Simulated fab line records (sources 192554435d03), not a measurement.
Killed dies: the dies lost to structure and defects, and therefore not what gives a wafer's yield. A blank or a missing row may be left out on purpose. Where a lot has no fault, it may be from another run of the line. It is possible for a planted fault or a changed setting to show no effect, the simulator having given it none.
A struck lot beside a sound one    flow n5-finfet    39 steps out of a route of 1938
Sound: wafers L330.1, L330.2, L330.4. Struck: wafers L350.1, L350.3, L350.5. The cause comes at the end.
At each step with rows: each side's tool, then ch and its chambers, then its first start. Under that, the readings that differ: sound wafers    struck wafers    difference of the means    sigmas: that difference in standard deviations of wafers without a fault.
alike: readings whose means differ by less than 2 such deviations, and words and numbers that are the same on both sides. not compared: withheld readings, readings that some wafer has no value for, bounds like >300 that may hide the same value, and numbers for which the record gives no deviation and whose values overlap.
The two part at a step that has a row with sigmas, a row that says differs or no value, or rows on one side only. Numbers that don't overlap but have no deviation are shown without sigmas and don't part them. A reading that every wafer of one side lacks parts them only if that side has two wafers or more.

first, 9 steps without rows for these wafers: N5_HKMG_FIN_DESCUM_17 (chemistry O2, time 7.9 s); N5_HKMG_FIN_ETCH_31 (etches SiARC in CF4, target depth 45.5 nm, time 75.8 s); N5_HKMG_FIN_ETCH_32 (etches SOC in N2/H2, target depth 240 nm, time 300 s); N5_HKMG_FIN_STRIP_33 (strips in N2/H2); N5_HKMG_FIN_STRIP_34 (strips in CF4); N5_HKMG_FIN_ETCH_35 (etches SOC in N2/H2, target depth 215.8 nm, time 243.4 s); N5_HKMG_FIN_STRIP_92 (strips SOC in N2/H2, time 20 s); N5_HKMG_FIN_WET_ETCH_18 (etches TiN in SC1, time 55 s, target depth 5.2 nm, rinse time 30 s); N5_HKMG_FIN_STRIP_19 (strips in N2/H2, time 360 s).
N5_HKMG_FIN_ALD_91: deposits TiN, target thk 1 nm, pulse time 1 s, purge time 3 s.
  sound on ald-metal-04 ch 0,1,2, day 4 12:10; struck on ald-metal-04 ch 0,2, day 9 14:31
  no value came back on the struck wafers for any of 5 readings (ald-cycles, chamber-pressure-Torr (Torr) and others); on the sound wafers ald-cycles reads 47 47 47
then, 27 steps without rows for these wafers: N5_HKMG_FIN_COAT_85 (time 60 s, resist thk 300 nm); N5_HKMG_FIN_ETCH_86 (etches SOC in N2/H2, stops on TiN, target depth 393.2 nm); N5_HKMG_FIN_STRIP_89 (strips SOC in N2/H2, time 20 s); N5_HKMG_FIN_WET_ETCH_87 (etches TiN in SC1, time 154.2 s, target depth 4.7 nm, rinse time 30 s); N5_HKMG_FIN_STRIP_88 (strips in N2/H2, time 360 s); N5_HKMG_FIN_NWFM_ALD_20 (deposits TiAlC, target thk 2 nm, pulse time 3 s, purge time 2 s); N5_HKMG_FIN_ALD_71 (deposits TiN, target thk 1 nm, pulse time 1 s, purge time 3 s); N5_HKMG_FIN_COAT_66 (time 60 s, resist thk 300 nm); N5_HKMG_FIN_ETCH_67 (etches SOC in N2/H2, stops on TiN, target depth 388.9 nm); N5_HKMG_FIN_STRIP_90 (strips SOC in N2/H2, time 20 s); N5_HKMG_FIN_WET_ETCH_73 (etches the open film in SC1, time 42.3 s, target depth 1.3 nm, rinse time 30 s); N5_HKMG_FIN_ETCHBACK_68 (etches the open film in Cl2/Ar, stops on HfO2, target depth 0.5 nm); N5_HKMG_FIN_STRIP_69 (strips in N2/H2, time 360 s); N5_HKMG_FIN_ALD_21 (deposits TiN, target thk 1.5 nm, pulse time 1 s, purge time 3 s); N5_HKMG_FIN_ALD_72 (deposits W, target thk 2 nm, pulse time 1 s, purge time 2 s); N5_HKMG_FIN_W_FILL_22 (material W, target thk 60 nm, time 18.2 s); N5_HKMG_FIN_PRECLEAN_83 (cleans in DIW, time 57.5 s); N5_HKMG_FIN_SRD_84 (dry time 32 s); N5_HKMG_FIN_CMP_23 (polishes, stops on SiNx, t overpolish 10 s, target thk 46.326 nm); N5_HKMG_FIN_CMP_94 (polishes, stops on SiNx, t overpolish 4.7 s, target thk 43.299 nm); N5_GATE_CUT_ETCHBACK_00 (etches W in SF6/Cl2); N5_GATE_CUT_ETCH_56 (etches TiN in Cl2/Ar, target depth 21.6 nm); N5_GATE_CUT_ETCHBACK_30 (etches TiN in Cl2/Ar, target depth 3 nm); N5_GATE_CUT_VAPOR_ETCH_60 (etches HfO2 in BCl3/Cl2); N5_GATE_CUT_ETCH_58 (etches SiNx in CH3F/O2, target depth 17 nm, time 128.6 s); N5_GATE_CUT_STRIP_59 (strips in N2/H2, time 20 s); N5_GATE_CUT_PRECLEAN_31 (cleans in DIW, time 300 s).
-- the record jumps here: 4 days lie between the struck wafers' starts before and after (it left off in module GATE_CUT and takes up again in module BEOL_M4, whose first step shown is number 1111 of the route) --
N5_BEOL_M4_RC_MEAS_101:
  sound on prober-02 ch 0, day 8 03:44; struck on prober-01 ch 0, day 13 12:02
reading              sound                       struck                        difference  sigmas
IGATE_N (nA/um)      0.0106 0.0105 0.0102        0.0969 0.0853 0.1034          +0.0848     +71
IOFF_N (nA/um)       0.146 0.151 0.158           25.882 28.553 23.068          +25.683     +99 or more
IOFF_N_85C (nA/um)   2.8 2.9 3.0                 226.5 243.1 204.5             +221.8      +99 or more
IOFF_N_LIN (nA/um)   0.069 0.070 0.070           12.014 12.861 10.875          +11.847     +99 or more
IOFF_N_LONG (nA/um)  5.68e-05 5.51e-05 5.63e-05  0.008084 0.0081202 0.0082977  +0.008111   +99 or more
IOFF_P (nA/um)       0.190 0.207 0.204           0.046 0.050 0.043             -0.154      -6
IOFF_P_85C (nA/um)   3.3 3.6 3.5                 1.0 1.1 0.9                   -2.5        -7
IOFF_P_LIN (nA/um)   0.092 0.099 0.097           0.021 0.023 0.021             -0.074      -8
IOFF_P_LONG (nA/um)  0.000112 0.000111 0.000113  5.5e-05 5.5e-05 5.5e-05       -5.7e-05    -10
ION_N (uA/um)        674 660 666                 950 943 948                   +280        +33
ION_P (uA/um)        462 462 457                 398 389 397                   -66         -11
VT_N (mV)            250.3 250.2 250.9           104.2 102.2 104.5             -146.8      -61
VT_N_LONG (mV)       272.3 272.1 273.5           131.2 130.4 130.0             -142.1      -75
VT_N_LVT (mV)        98.8 99.8 98.7              -48.4 -49.2 -47.3             -147.4      -53
VT_P (mV)            -249.2 -248.8 -249.3        -295.0 -295.2 -295.9          -46.3       -20
VT_P_LONG (mV)       -276.2 -273.8 -274.6        -315.6 -316.9 -316.5          -41.5       -18
VT_P_LVT (mV)        -99.2 -96.8 -99.2           -141.0 -140.1 -141.0          -42.3       -18
  alike: DIBL_N, DIBL_P, SS_N, SS_P
-- the record jumps here: 5 days lie between the struck wafers' starts before and after (it left off in module BEOL_M4 and takes up again in module PASSIVATION, whose first step shown is number 1936 of the route) --
N5_PASSIVATION_PROBE_49:
  sound on prober-01 at day 12 22:01; struck on prober-01 at day 18 01:50
reading                 sound           struck             difference  sigmas
sort_bin_4_leakage (%)  0 0 0           93.39 91.44 90.68  +91.84      
sort-n-pass             1077 1072 1063  0 0 0              -1071       -59
sort-yield-pct (%)      91.3 90.8 90.1  0 0 0              -91         -60
  alike: defect-limited-yield, killed_at_M0_to_M3, killed_at_M4_up, killed-at-contacts, killed-at-front-end, killed-at-other, killed-dies, killed-open, killed-short, sort_bin_5_function, sort_bin_6_memory

== WHERE THEY PART ==
Earliest at N5_HKMG_FIN_ALD_91; latest, in this record, at N5_PASSIVATION_PROBE_49.

WHY: the cause the simulator had injected
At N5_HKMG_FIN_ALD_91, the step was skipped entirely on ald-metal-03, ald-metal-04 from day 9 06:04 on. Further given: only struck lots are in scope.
